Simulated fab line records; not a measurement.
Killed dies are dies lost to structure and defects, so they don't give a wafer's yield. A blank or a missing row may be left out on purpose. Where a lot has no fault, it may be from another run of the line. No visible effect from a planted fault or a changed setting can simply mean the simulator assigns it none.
Which tool was responsible?    flow nand-harc    6 lots with 18 wafers sampled at 3 steps, on a route of 1302 steps

WHAT THE GAUGES SHOWED, per wafer
NHARC_P_STI_OCD_MEAS_17.
lot   measured      on      trench-depth-nm (nm)
L342  day 3 10:33   ocd-01  301.8 303.2 304.1
L346  day 4 23:07   ocd-02  301.5 297.5 297.3
L350  day 6 16:44   ocd-01  300.9 303.8 305.8
L357  day 9 16:38   ocd-02  261.2 300.6 300.9
L361  day 11 11:05  ocd-01  299.9 297.2 301.1
L364  day 12 09:25  ocd-01  300.5 296.3 300.3

EACH LOT AND THE TOOL THAT RAN IT (in order: tool; ch and the chambers of the sampled wafers; start)
lot   NHARC_P_ZERO_WELL_ETCH_63         NHARC_P_STI_ETCH_15
L342  rie-si-02 ch 0,1, day 2 07:39     rie-si-05 ch 0,1,3, day 3 10:20
L346  rie-si-02 ch 0,1,2, day 3 23:32   rie-si-04 ch 0,1,3, day 4 22:52
L350  rie-si-02 ch 0,2,3, day 5 16:05   rie-si-04 ch 1,2,3, day 6 16:29
L357  rie-si-02 ch 0,2,3, day 8 13:43   rie-si-04 ch 1,3, day 9 16:23
L361  rie-si-02 ch 1,3, day 10 05:40    rie-si-03 ch 0,1, day 11 10:49
L364  rie-si-02 ch 1,2,3, day 11 11:39  rie-si-03 ch 0,2, day 12 09:08
- NHARC_P_ZERO_WELL_ETCH_63: etches the open film in HBr/Cl2, target depth 120 nm, time 40.1 s.
- NHARC_P_STI_ETCH_15: etches the open film in HBr/Cl2, target depth 300 nm, time 100.1 s.

THE ANSWER, worked out from the rows above alone
Rule: the usual values come from the lots themselves. Put in order of their means at a reading, lots are off if they are a third of the lots or fewer, leave a main group of 4 or more, and stand apart from it by a gap of 3 or more times the standard deviation of the main group's means; of several such gaps the widest counts. A main group is skipped when, at the precision printed for the reading in the tables above, its means are all equal. A lot without any number at a reading at which 4 lots or more have one is off too. Where the step has rows for the other lots, those lots are counted as sound.
Off: L357 (NHARC_P_STI_OCD_MEAS_17, trench-depth-nm). The main group: mean 300.7 nm, standard deviation 2.1.
If a tool, at a process step before that reading, ran all the lots that are off and no sound lot after the first of them, it fits. Those tools and the gauges at NHARC_P_STI_OCD_MEAS_17 are tried in the same way. Can't be told from this: 2 tools fit, rie-si-04 at NHARC_P_STI_ETCH_15, ocd-02 at NHARC_P_STI_OCD_MEAS_17.

WHAT WAS PUT IN BY THE SIMULATOR
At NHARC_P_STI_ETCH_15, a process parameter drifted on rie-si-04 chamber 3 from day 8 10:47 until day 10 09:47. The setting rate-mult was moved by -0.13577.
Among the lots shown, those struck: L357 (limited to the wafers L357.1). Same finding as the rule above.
